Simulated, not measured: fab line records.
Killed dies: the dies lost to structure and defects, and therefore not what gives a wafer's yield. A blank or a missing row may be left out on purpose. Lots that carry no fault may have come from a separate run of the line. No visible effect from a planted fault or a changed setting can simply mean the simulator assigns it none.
fab line records -- flow n5Finfet
[record] lots = 7, wafers = 21
route steps=1938 shown BEOL_M5@1120 BEOL_M6@1239 BEOL_M8@1335
startH: start of the lot's first displayed wafer, in hours after the record's first day -- waitH: how many hours have passed since the lot's step before this one -- " the same as in the row above -- L1.1+2: one row covering several wafers at once -- - either no value or no given start -- * or withheld: withheld -- < > ~ a bound
route shown NAME@n: names a module that has steps shown in the file, with the first one's number in the route -- usual: the fault-free wafers' mean and standard deviation -- same: alike in all rows -- chamber/n: place in a boat -- sites: the reading at each site -- _std_site: the standard deviation of these -- _edge_site: mean of outer sites minus mean of inner sites -- radiusMm: for every site, how far away it sits from the centre of the wafer -- mask NAME#n: copy n -- behind: the most recent tool/chamber to have shaped the wafer -- hold: what put the lot on hold/how long, in hours/how the hold closed -- device: whichever transistor did not switch (one of n, p or np) -- end of line: the same wafers' tests at the end of the route -- step lacking rows: just its recipe -- killed: not the wafer's yield, but the dies lost to structure and defects at the first sort -- map: shows each die of a wafer: x if killed, . if not, _ if none is there
set.NAME: the run value of the setting; set.NAME@STEP: its run value at that earlier step -- model.NAME: the simulator's own value behind a step, which no gauge read
lots where settings were altered on purpose, with a table for each step and a row for each wafer
[[steps]]
[step N5_BEOL_M5_COAT_05]
[recipe] resist = CAR-EUV, spinRpm = 1500, resistThkNm = 30
lot.wafer,tool,chamber,startH,waitH,set.spinRpm,model.CAR-EUV_of_BEOL_M5_COAT_05.thkNm
L081.1+2+6,lithoTrack-05,0,-,-,1500,30.2
L083.1+4,lithoTrack-05,0,-,-,1443,30.8
L083.2,lithoTrack-05,0,-,-,1500,30.2
L088.1+6,lithoTrack-05,0,-,-,1386,31.2
L088.5,lithoTrack-05,0,-,-,1500,30
L090.2+3,lithoTrack-04,0,-,-,1585,29.2
L090.4,lithoTrack-04,0,-,-,1500,30.2
L091.2+3+5,lithoTrack-01,0,-,-,1500,30
L093.2+3+4,lithoTrack-05,0,-,-,1500,30
L092.3+4,lithoTrack-04,0,-,-,1500,30
L092.6,lithoTrack-04,0,-,-,1500,30.2
[step N5_BEOL_M5_EBR_07]
[recipe] solvent = PGMEA, ebrWidthMm = 1.5
[step N5_BEOL_M5_SOFTBAKE_06]
[recipe] tempC = 110, timeS = 60, resist = CAR-EUV
[step N5_BEOL_M5_DESCUM_16]
[recipe] chemistry = O2, timeS = 7, sourcePowerW = 50, biasPowerW = 20, pressureMtorr = 20, rfFrequencyHz = 2.712e+07, tempC = 40, resist = CAR-EUV, o2FlowSccm = 225
[step N5_BEOL_M5_ETCH_72]
[recipe] chemistry = N2/H2, target = underlayer, targetDepthA = 65, maskMaterial = CAR-EUV, timeS = 5.2, ionEnergyEv = 200, pressureMtorr = 30, sourceW = 840, biasW = 150, n2FlowSccm = 200, h2FlowSccm = 200, ends = cleared
[usual] etchRfOnTimeS = 5.20/0.068
lot.wafer,tool,chamber,startH,waitH,set.spinRpm@BEOL_M5_COAT_71,etchRfOnTimeS,model.etch.depthNm
L081.1,rieDiel-06,1,213.65,0.0,1635,4.95,4.821
L081.2,rieDiel-06,0,213.65,0.0,1500,5.31,5.03
L081.6,rieDiel-06,0,213.65,0.0,1635,5.14,4.823
L083.1,rieDiel-06,0,218.22,0.0,1500,5.30,5.016
L083.2,rieDiel-06,2,218.22,0.0,1500,5.25,5.01
L083.4,rieDiel-06,3,218.22,0.0,1500,5.27,4.999
L088.1,rieDiel-01,2,261.79,0.0,1439,5.35,5.114
L088.5,rieDiel-01,1,261.79,0.0,1500,5.23,5.007
L088.6,rieDiel-01,2,261.79,0.0,1439,5.30,5.106
L090.2,rieDiel-01,3,276.47,0.0,1583,4.92,4.876
L090.3,rieDiel-01,2,276.47,0.0,1500,5.23,4.997
L090.4,rieDiel-01,1,276.47,0.0,1500,5.23,5.012
L091.2,rieDiel-02,2,280.37,0.0,1383,5.49,5.188
L091.3,rieDiel-02,1,280.37,0.0,1500,5.18,4.993
L091.5,rieDiel-02,1,280.37,0.0,1383,5.37,5.173
L093.2,rieDiel-02,0,281.03,0.0,1354,5.51,5.257
L093.3,rieDiel-02,2,281.03,0.0,1354,5.54,5.27
L093.4,rieDiel-02,3,281.03,0.0,1500,5.22,5.001
L092.3,rieDiel-01,1,284.67,0.0,1500,5.21,5.005
L092.4,rieDiel-01,2,284.67,0.0,1500,5.22,4.991
L092.6,rieDiel-01,0,284.67,0.0,1500,5.12,4.995
[step N5_BEOL_M6_TRENCH_ETCH_37]
[recipe] chemistry = C4F6/O2, targetDepthA = 944.35, target = SiCOH_lowk, timeS = 31.5, ionEnergyEv = 250, pressureMtorr = 30, sourceW = 345, biasW = 185, Ar_flow_sccm = 300, C4F6_flow_sccm = 10, O2_flow_sccm = 10
lot.wafer,tool,chamber,startH,waitH,set.sourceW,model.etch.depthNm,model.BEOL_M6.featureDepthNm
L081.1,rieDiel-03,0,-,-,345,95.36,95.4
L081.2,rieDiel-03,1,-,-,345,95.22,95.2
L081.6,rieDiel-03,0,-,-,345,94.74,94.8
L083.1,rieDiel-04,2,-,-,345,95.37,95.4
L083.2,rieDiel-04,1,-,-,398.5,99.67,99.6
L083.4,rieDiel-04,0,-,-,398.5,102.1,102
L088.1,rieDiel-04,0,-,-,372.3,98.93,99
L088.5,rieDiel-04,1,-,-,345,94.23,94.2
L088.6,rieDiel-04,0,-,-,345,95.92,96
L090.2,rieDiel-03,0,-,-,345,94.05,94
L090.3,rieDiel-03,3,-,-,387.6,97.69,97.6
L090.4,rieDiel-03,2,-,-,387.6,98.31,98.4
L091.2,rieDiel-04,0,-,-,367.3,99.39,99.4
L091.3,rieDiel-04,2,-,-,367.3,98.51,98.6
L091.5,rieDiel-04,3,-,-,345,96.74,96.8
L093.2,rieDiel-03,1,-,-,345,95.37,95.4
L093.3,rieDiel-03,0,-,-,345,95.17,95.2
L093.4,rieDiel-03,3,-,-,327,92.22,92.2
L092.3,rieDiel-03,1,-,-,345,94.59,94.6
L092.4,rieDiel-03,2,-,-,345,95.79,95.8
L092.6,rieDiel-03,0,-,-,345,94.79,94.8
[step N5_BEOL_M6_ETCH_41]
[recipe] chemistry = CH3F/O2, target = SiCN, targetDepthA = 297, taperDeg = 2, timeS = 52, ionEnergyEv = 120, maskMaterial = TiN, pressureMtorr = 30, sourceW = 395, biasW = 75, Ar_flow_sccm = 150, CH3F_flow_sccm = 30, O2_flow_sccm = 20
[step N5_BEOL_M6_STRIP_80]
[recipe] chemistry = N2/H2, timeS = 10, powerW = 450, tempC = 40, pressureMtorr = 20, rfFrequencyHz = 6e+07, biasPowerW = 7, n2FlowSccm = 200, h2FlowSccm = 200
[step N5_BEOL_M6_OCD_MEAS_38]
[usual] trenchDepthNm = 94.5/1.3
lot.wafer,tool,chamber,startH,waitH,set.sourceW@BEOL_M6_TRENCH_ETCH_37,trenchDepthNm
L081.1,ocd-02,-,228.12,-,345,95.4
L081.2,ocd-02,-,228.12,-,345,95.4
L081.6,ocd-02,-,228.12,-,345,94.3
L083.1,ocd-01,-,234.71,-,345,95.3
L083.2,ocd-01,-,234.71,-,398.5,99.4
L083.4,ocd-01,-,234.71,-,398.5,102.0
L088.1,ocd-02,-,275.58,-,372.3,98.8
L088.5,ocd-02,-,275.58,-,345,94.2
L088.6,ocd-02,-,275.58,-,345,96.0
L090.2,ocd-02,-,291.17,-,345,94.0
L090.3,ocd-02,-,291.17,-,387.6,97.3
L090.4,ocd-02,-,291.17,-,387.6,98.1
L091.2,ocd-01,-,296.22,-,367.3,99.4
L091.3,ocd-01,-,296.22,-,367.3,98.5
L091.5,ocd-01,-,296.22,-,345,96.3
L093.2,ocd-02,-,296.40,-,345,95.2
L093.3,ocd-02,-,296.40,-,345,95.2
L093.4,ocd-02,-,296.40,-,327,92.9
L092.3,ocd-01,-,300.17,-,345,94.9
L092.4,ocd-01,-,300.17,-,345,96.0
L092.6,ocd-01,-,300.17,-,345,94.6
[step N5_BEOL_M6_ALD_77]
[recipe] material = TaN, targetThkA = 20, tempC = 275, aldPrecursorFamily = PDMAT, aldCoReactant = NH3, pressureTorr = 3, carrierFlowSccm = 1500, pulseTimeS = 2, purgeTimeS = 3, coReactantPurgeTimeS = 2, coReactantPulseTimeS = 3, aldCycles = 40, precursorVesselTempC = 75, precursorVesselPressureTorr = 26.25, precursorVesselCarrierSccm = 1000
lot.wafer,tool,chamber,startH,waitH,set.aldCycles
L081.1+6,aldMetal-03,"2,0",228.89,0.0,40
L081.2,aldMetal-03,0,228.89,0.0,45
L083.1+2,aldMetal-02,"1,3",235.55,0.0,44
L083.4,aldMetal-02,3,235.55,0.0,40
L088.1+6,aldMetal-01,"3,2",276.73,0.0,36
L088.5,aldMetal-01,1,276.73,0.0,40
L090.2+4,aldMetal-03,"3,1",292.60,0.2,40
L090.3,aldMetal-03,2,292.60,0.2,45
L091.2+5,aldMetal-03,"3,1",297.77,0.0,36
L091.3,aldMetal-03,2,297.77,0.0,40
L093.2+4,aldMetal-01,"3,2",297.82,0.0,34
L093.3,aldMetal-01,0,297.82,0.0,40
L092.3+4+6,aldMetal-03,"3,2,1",302.56,0.1,40
[step N5_BEOL_M6_SURFACE_TREAT_79]
[recipe] gas = Ar, timeS = *, ionEnergyEv = *, ionCurrentMaCm2 = 0.5, pressureMtorr = *, arFlowSccm = 30
[step N5_BEOL_M6_CVD_78]
[recipe] material = Co, targetThkA = 20, tempC = withheld, precursor = CCTBA/H2, pressureTorr = 30, timeS = 142.3
[step N5_BEOL_M6_ECD_50]
[recipe] material = Cu, targetThkA = 3000
[step N5_BEOL_M6_ANNEAL_51]
[recipe] tempC = 225, timeS = 90, ambient = N2
[step N5_BEOL_M6_CMP_52]
[recipe] stopOn = SiCOH_lowk, tOverpolishS = 6.9, downForcePsi = 1, platenRpm = 50, clearingPlatenDownForcePsi = 1.5, clearingPlatenRpm = 50, postCmpClean = cuAlkaline, targetThkNm = 80, clearingPlatenPadVelocityMS = 0.99484, padVelocityMS = 0.99484
lot.wafer,tool,chamber,startH,waitH,set.sourceW@BEOL_M6_TRENCH_ETCH_37,model.Cu_of_BEOL_M6_ECD_50.thkNm
L081.1,cmp-02,2,230.72,0.5,345,80.8
L081.2,cmp-02,3,230.72,0.5,345,79.2
L081.6,cmp-02,2,230.72,0.5,345,79.4
L083.4,cmp-04,2,237.53,0.2,398.5,88.6
L083.2,cmp-04,3,237.53,0.2,398.5,86.6
L083.1,cmp-04,0,237.53,0.2,345,82.4
L088.1,cmp-04,3,278.25,0.3,372.3,85.4
L088.5,cmp-04,3,278.25,0.3,345,80.2
L088.6,cmp-04,0,278.25,0.3,345,82.6
L090.2,cmp-04,3,293.75,0.2,345,79.4
L090.4,cmp-04,0,293.75,0.2,387.6,84.8
L090.3,cmp-04,1,293.75,0.2,387.6,84.2
L091.2,cmp-02,2,298.99,0.2,367.3,86.2
L091.3,cmp-02,1,298.99,0.2,367.3,85
L091.5,cmp-02,3,298.99,0.2,345,83.4
L093.2,cmp-01,0,299.01,0.2,345,81.6
L093.3,cmp-01,1,299.01,0.2,345,80.6
L093.4,cmp-01,2,299.01,0.2,327,78.2
L092.3,cmp-02,0,303.64,0.2,345,80.6
L092.4,cmp-02,2,303.64,0.2,345,82.8
L092.6,cmp-02,0,303.64,0.2,345,80.4
[step N5_BEOL_M6_THK_MEAS_53]
[recipe] thkMeasGauge = xrf, reads = Cu_of_BEOL_M6_ECD_50
[usual] M6_THK = 80.2/1.5
lot.wafer,tool,chamber,startH,waitH,set.sourceW@BEOL_M6_TRENCH_ETCH_37,M6_THK[nm]
L081.1,filmMetro-01,-,231.01,-,345,80.8
L081.2,filmMetro-01,-,231.01,-,345,79.5
L081.6,filmMetro-01,-,231.01,-,345,79.4
L083.1,filmMetro-01,-,237.79,-,345,82.4
L083.2,filmMetro-01,-,237.79,-,398.5,86.8
L083.4,filmMetro-01,-,237.79,-,398.5,88.6
L088.1,filmMetro-01,-,278.54,-,372.3,85.2
L088.5,filmMetro-01,-,278.54,-,345,80.0
L088.6,filmMetro-01,-,278.54,-,345,82.3
L090.2,filmMetro-01,-,294.01,-,345,79.3
L090.3,filmMetro-01,-,294.01,-,387.6,84.4
L090.4,filmMetro-01,-,294.01,-,387.6,84.8
L091.2,filmMetro-01,-,299.28,-,367.3,85.9
L091.3,filmMetro-01,-,299.28,-,367.3,84.0
L091.5,filmMetro-01,-,299.28,-,345,82.8
L093.2,filmMetro-01,-,299.31,-,345,81.1
L093.3,filmMetro-01,-,299.31,-,345,80.3
L093.4,filmMetro-01,-,299.31,-,327,77.9
L092.3,filmMetro-01,-,303.90,-,345,80.2
L092.4,filmMetro-01,-,303.90,-,345,82.6
L092.6,filmMetro-01,-,303.90,-,345,80.2
[step N5_BEOL_M6_PRE_CLEAN_55]
[recipe] gas = NH3, timeS = 15, tempC = withheld, rfPowerW = 300
[step N5_BEOL_M6_DEP_56]
[recipe] material = SiCN, targetThkA = 100, tempC = withheld, precursor = 3MS/NH3, pressureTorr = 3, rfW = 202, timeS = 17.5
[step N5_BEOL_M6_RS_MEAS_57]
[recipe] thkMeasGauge = four-point-probe, reads = Cu_of_BEOL_M6_ECD_50+Co_of_BEOL_M6_CVD_78+TaN_of_BEOL_M6_ALD_77
[usual] M6_RS = 0.285/0.0065
lot.wafer,tool,chamber,startH,waitH,set.sourceW@BEOL_M6_TRENCH_ETCH_37,M6_RS[ohm/sq]
L081.1,filmMetro-02,-,231.17,0.1,345,0.282
L081.2,filmMetro-02,-,231.17,0.1,345,0.289
L081.6,filmMetro-02,-,231.17,0.1,345,0.288
L083.1,filmMetro-02,-,237.92,0.1,345,0.276
L083.2,filmMetro-02,-,237.92,0.1,398.5,0.261
L083.4,filmMetro-02,-,237.92,0.1,398.5,0.253
L088.1,filmMetro-01,-,278.67,0.1,372.3,0.265
L088.5,filmMetro-01,-,278.67,0.1,345,0.285
L088.6,filmMetro-01,-,278.67,0.1,345,0.275
L090.2,filmMetro-01,-,294.15,0.1,345,0.289
L090.3,filmMetro-01,-,294.15,0.1,387.6,0.269
L090.4,filmMetro-01,-,294.15,0.1,387.6,0.267
L091.2,filmMetro-02,-,299.41,0.1,367.3,0.262
L091.3,filmMetro-02,-,299.41,0.1,367.3,0.266
L091.5,filmMetro-02,-,299.41,0.1,345,0.273
L093.2,filmMetro-02,-,299.44,0.1,345,0.279
L093.3,filmMetro-02,-,299.44,0.1,345,0.283
L093.4,filmMetro-02,-,299.44,0.1,327,0.294
L092.3,filmMetro-02,-,304.03,0.1,345,0.283
L092.4,filmMetro-02,-,304.03,0.1,345,0.274
L092.6,filmMetro-02,-,304.03,0.1,345,0.284
[step N5_BEOL_M8_PECVD_70]
[recipe] material = SiO2, targetThkA = 200, tempC = 400, precursor = TEOS/O2, pressureTorr = 5.5, rfW = 450, teosFlowSccm = 53.8, gas = O2, flowSccm = 3000, timeS = 22.7
lot.wafer,tool,chamber,startH,waitH,set.tempC,model.SiO2_of_BEOL_M8_PECVD_70.thkNm
L081.1,pecvd-02,2,240.02,0.0,392.7,20.8
L081.2+6,pecvd-02,"0,1",240.02,0.0,400,20.2
L083.1+2,pecvd-04,"0,2",248.82,0.0,400,20
L083.4,pecvd-04,2,248.82,0.0,400,20.2
L088.1,pecvd-04,2,287.69,0.0,400,20
L088.5,pecvd-04,1,287.69,0.0,414.3,18.2
L088.6,pecvd-04,2,287.69,0.0,414.3,18.6
L090.2,pecvd-02,1,300.84,0.0,405.9,19.2
L090.3,pecvd-02,2,300.84,0.0,400,20
L090.4,pecvd-02,0,300.84,0.0,400,20.2
L093.2+3,pecvd-02,"0,1",306.25,0.0,400,19.6
L093.4,pecvd-02,1,306.25,0.0,400,20
L091.2,pecvd-02,2,306.73,0.0,400,19.6
L091.3,pecvd-02,0,306.73,0.0,400,20
L091.5,pecvd-02,0,306.73,0.0,390.1,21.6
L092.3,pecvd-04,2,311.59,0.0,400,19.6
L092.4+6,pecvd-04,"2,1",311.59,0.0,400,20.2
[[key]]
[split] step = N5_BEOL_M5_COAT_05, setting = spinRpm, stated = 1500, by = wafer
[response] step = N5_BEOL_M5_COAT_05, reading = model.CAR-EUV_of_BEOL_M5_COAT_05.thkNm, change = -0.164, per = 1%, r = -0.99
[split] step = N5_BEOL_M6_TRENCH_ETCH_37, setting = sourceW, stated = 345, by = wafer
[response] step = N5_BEOL_M6_TRENCH_ETCH_37, reading = model.etch.depthNm, change = +0.371, per = 1%, r = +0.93
[response] step = N5_BEOL_M6_TRENCH_ETCH_37, reading = model.BEOL_M6.featureDepthNm, change = +0.371, per = 1%, r = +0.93
[response] step = N5_BEOL_M6_OCD_MEAS_38, reading = trenchDepthNm, change = +0.359, per = 1%, r = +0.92
[response] step = N5_BEOL_M6_CMP_52, reading = model.Cu_of_BEOL_M6_ECD_50.thkNm, change = +0.39, per = 1%, r = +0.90
[response] step = N5_BEOL_M6_THK_MEAS_53, reading = M6_THK, change = +0.398, per = 1%, r = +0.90
[response] step = N5_BEOL_M6_RS_MEAS_57, reading = M6_RS, change = -0.00151, per = 1%, r = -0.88
[split] step = N5_BEOL_M6_ALD_77, setting = aldCycles, stated = 40, by = wafer
response none clear
[split] step = N5_BEOL_M8_PECVD_70, setting = tempC, stated = 400, by = wafer
[response] step = N5_BEOL_M8_PECVD_70, reading = model.SiO2_of_BEOL_M8_PECVD_70.thkNm, change = -0.516, per = 1%, r = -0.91
split outsideThisFile step=N5_BEOL_M5_COAT_71 setting=spinRpm
// split outsideThisFile: this setting was split too, and the file shows its column; the key of that split is in another file
